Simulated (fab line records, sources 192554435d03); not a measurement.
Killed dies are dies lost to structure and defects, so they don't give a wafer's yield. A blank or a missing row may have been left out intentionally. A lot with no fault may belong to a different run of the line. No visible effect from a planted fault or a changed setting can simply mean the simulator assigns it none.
Chamber matching ; flow n5_finfet ; N5_BEOL_M8_STRIP_36 on rie_diel-03: 4 sister chambers
The step strips in N2/H2. 7 wafers are shown with their chamber, then 7 later ones without.

== EACH WAFER AND ITS CHAMBER ==
wafer;chamber;throttle_valve_pct (%);showerhead_plenum_p_Torr (Torr)
L075.2;1;23.37;2.58
L078.3;2;23.66;2.56
L079.1;1;23.40;2.57
L079.4;2;23.65;2.56
L079.6;0;24.10;2.46
L081.1;3;23.84;2.60
L081.2;0;24.07;2.46

== WAFERS WITH NO CHAMBER GIVEN ==
wafer;throttle_valve_pct (%);showerhead_plenum_p_Torr (Torr)
L081.6;23.39;2.57
L089.2;23.65;2.56
L089.3;23.88;2.60
L089.5;23.87;2.60
L088.2;24.13;2.45
L088.3;23.44;2.56
L088.6;23.41;2.56

== WHICH CHAMBER EACH WENT THROUGH ==
wafer;from the rows above;in truth
L081.6;1;1
L089.2;2;2
L089.3;3;3
L089.5;3;3
L088.2;0;0
L088.3;1;1
L088.6;1;1
Correctly placed: 7 of 7. Not placeable from these rows: 0. Number placed wrongly: 0.
How it was worked out, from the rows above alone: a wafer's distance from a chamber is the root of the sum, over the readings, of the square of ((its reading less the chamber's mean) divided by the reading's scatter). If the next closest chamber is less than 2 further off than the closest, the wafer can't be placed; otherwise it belongs to the closest. For every chamber, the mean is computed from those of its wafers that are shown. The scatter: the root of (the sum of the squares of (reading less its chamber's mean) over the shown wafers, divided by (wafers less chambers)).
